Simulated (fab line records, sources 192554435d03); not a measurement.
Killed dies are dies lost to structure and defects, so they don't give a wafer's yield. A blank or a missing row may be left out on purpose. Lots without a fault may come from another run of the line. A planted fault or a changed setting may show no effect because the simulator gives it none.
One fault seen from 2 desks | flow n5_finfet | each desk has only its own numbers; what lay behind them comes last

THE TOOL OWNER'S DESK: implanter-01
The tool's own readings at N5_WELL_APT_IMPLANT_31: means of the sampled wafers that have a number, for each lot that ran on this tool. A lot is out of limits, marked OUT, if its mean lies more than 4 standard deviations from the usual mean; the brackets give that distance.
Columns: A = beam_energy_keV at N5_WELL_APT_IMPLANT_31, usual 60.006; B = dose_ions_cm2 at N5_WELL_APT_IMPLANT_31, usual 1.5001e+13; C = end_station_pressure_torr at N5_WELL_APT_IMPLANT_31, usual 5.19e-06 Torr; D = faraday_current_uA at N5_WELL_APT_IMPLANT_31, usual 190
lot  | first seen here | A      | B                    | C        | D
L725 | day 1 21:02     | 59.994 | 1.4996e+13           | 5.27e-06 | 192
L727 | day 2 09:36     | 60.005 | 1.5010e+13           | 4.99e-06 | 192
L729 | day 2 21:46     | 60.047 | 1.5008e+13           | 5.07e-06 | 190
L730 | day 3 03:51     | 59.986 | 1.4989e+13           | 5.15e-06 | 191
L733 | day 3 21:28     | 60.010 | 1.5000e+13           | 5.07e-06 | 190
L735 | day 4 09:46     | 60.015 | 1.4997e+13           | 5.32e-06 | 192
L737 | day 4 21:26     | 60.027 | 1.3890e+13 (-74) OUT | 5.35e-06 | 176
L740 | day 5 15:13     | 60.011 | 1.3879e+13 (-75) OUT | 5.04e-06 | 179
This desk's finding: out of limits on L737, L740; first on L737, day 4 21:26 (dose_ions_cm2 at N5_WELL_APT_IMPLANT_31). In limits: L725, L727, L729, L730, L733, L735.

THE METROLOGY DESK
What the gauges read, lot by lot, whatever tool the lot ran on: means of the sampled wafers that have a number. A lot is out of limits, marked OUT, if its mean lies more than 4 standard deviations from the usual mean; the brackets give that distance.
Columns: A = cd_nm at N5_ZERO_LAYER_CD_MEAS_11, usual 1999.4 nm
lot  | first seen here | A
L725 | day 1 18:40     | 1999.0
L727 | day 2 06:47     | 2000.5
L729 | day 2 18:47     | 1999.7
L730 | day 3 00:47     | 1998.8
L732 | day 3 12:46     | 2001.6
L733 | day 3 18:40     | 1999.4
L735 | day 4 06:46     | 1999.0
L737 | day 4 18:46     | 1998.6
L738 | day 5 00:46     | 2000.7
L740 | day 5 12:46     | 1999.5
L745 | day 6 18:38     | 1998.7
L747 | day 7 06:38     | 2001.8
This desk's finding: nothing out of limits on any of the 12 lots.

PUT TOGETHER
The tool owner's desk could have raised an alarm at day 4 21:26, on L737, L740.
The metrology desk saw nothing out of limits.
The metrology desk has L737, L740 on record, within its limits.
Of the lots named, all ran N5_WELL_APT_IMPLANT_31 on implanter-01.

WHAT THE SIMULATOR HAD PUT IN
Process parameter drift: implanter-01, from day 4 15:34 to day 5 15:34, at N5_WELL_APT_IMPLANT_31. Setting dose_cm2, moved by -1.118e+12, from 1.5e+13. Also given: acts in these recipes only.
Lots struck among those shown: L737, L740.
Hours from the fault's start to each desk's first reading out of limits: the tool owner's desk, 6.
